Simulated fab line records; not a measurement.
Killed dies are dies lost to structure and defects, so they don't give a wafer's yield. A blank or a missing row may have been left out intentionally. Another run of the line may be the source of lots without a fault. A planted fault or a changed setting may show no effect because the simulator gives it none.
Chamber matching | flow n5Finfet | N5_BEOL_M12_CMP_49 on cmp-03: 4 sister chambers
The step polishes, stops on SiOC, t overpolish 20.6 s, target thk 320 nm. 4 wafers are shown with their chamber, then 7 later ones without.

## WAFERS WITH THEIR CHAMBER
wafer  | chamber | motorCurrentA (A)
L090.1 | 1       | 5.3
L090.5 | 2       | 7.2
L094.1 | 0       | 6.0
L094.4 | 3       | 7.4

## WAFERS MISSING THEIR CHAMBER
wafer  | motorCurrentA (A)
L094.6 | 6.2
L097.3 | 6.4
L097.4 | 7.0
L097.6 | 7.3
L096.3 | 6.4
L096.4 | 5.9
L096.5 | 7.1

## WHICH CHAMBER EACH ONE RAN IN
wafer  | from the rows above     | in truth
L094.6 | 0                       | 0
L097.3 | can't be placed: 0 or 2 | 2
L097.4 | can't be placed: 2 or 3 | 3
L097.6 | can't be placed: 2 or 3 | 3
L096.3 | can't be placed: 0 or 2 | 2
L096.4 | 0                       | 0
L096.5 | can't be placed: 2 or 3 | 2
Correctly placed: 2 of 7. These rows do not allow placing 5 (true chamber among the candidates in 5). Wrongly placed: 0.
How it was worked out, from the rows above alone: a wafer's distance from a chamber is the root of the sum, over the readings, of the square of ((its reading less the chamber's mean) divided by the reading's scatter). The wafer belongs to the nearest chamber; if the next one is less than 2 further off, it can't be placed. For every chamber, the mean is computed from those of its wafers that are shown. The scatter: with one shown wafer a chamber, the root of the mean of the squares of how far each hidden wafer lies from its nearest shown one.
